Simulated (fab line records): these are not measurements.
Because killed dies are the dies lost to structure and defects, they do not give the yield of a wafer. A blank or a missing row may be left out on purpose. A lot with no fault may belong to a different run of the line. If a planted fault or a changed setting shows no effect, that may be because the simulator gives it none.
Chamber matching	flow n5_finfet	rie_si-02 running N5_DUMMY_GATE_ETCH_23: 4 sister chambers
The step etches poly-Si in HBr/Cl2/O2, target depth 41 nm, time 22.3 s. 14 wafers are shown with their chamber, then 7 later ones without.

== EACH WAFER AND ITS CHAMBER ==
wafer	chamber	drypump_motor_current_A (A)	throttle_valve_pct (%)	oes_product_au (a.u.)
L074.1	0	4.9	37.09	0.967
L074.2	1	6.2	36.85	0.969
L074.3	3	6.3	36.91	1.006
L084.1	1	6.2	36.85	0.966
L084.4	2	6.0	37.47	0.995
L084.5	1	6.2	36.84	0.970
L086.1	1	6.2	36.86	0.977
L086.4	2	6.0	37.49	0.994
L086.5	0	4.9	37.10	0.963
L088.1	2	6.0	37.48	0.996
L088.2	0	5.0	37.11	0.973
L088.6	0	4.9	37.08	0.969
L091.1	2	6.0	37.49	1.005
L091.4	0	4.9	37.11	0.962

SIGNATURES (averages over the wafers above)
reading	chamber 0	chamber 1	chamber 2	chamber 3	scatter within a chamber
drypump_motor_current_A	4.920	6.200	6.000	6.300	0.0283
throttle_valve_pct	37.0980	36.8500	37.4825	36.9100	0.0107
oes_product_au	0.96680	0.97050	0.99750	1.00600	0.00472
Rule: for each reading, subtract the chamber's mean from the wafer's reading, divide by that reading's scatter and square the result; add these up over the readings and take the root, which gives the wafer's distance from the chamber. The wafer belongs to the nearest chamber; if the next one is less than 2 further off, it can't be placed. The scatter: the root of (the sum of the squares of (reading less its chamber's mean) over the shown wafers, divided by (wafers less chambers)).

== WAFERS MISSING THEIR CHAMBER ==
wafer	drypump_motor_current_A (A)	throttle_valve_pct (%)	oes_product_au (a.u.)
L091.6	6.2	36.86	0.977
L096.1	4.9	37.11	0.972
L096.2	6.2	36.86	0.981
L096.5	6.2	36.85	0.983
L097.1	6.2	36.86	0.981
L097.4	6.3	36.91	1.002
L097.6	6.0	37.49	0.999

== WHICH CHAMBER EACH WENT THROUGH ==
wafer	from the rows above	in truth
L091.6	1	1
L096.1	0	0
L096.2	1	1
L096.5	1	1
L097.1	1	1
L097.4	3	3
L097.6	2	2
Placed correctly: 7 of 7. Not placeable from these rows: 0. Wrongly placed: 0.
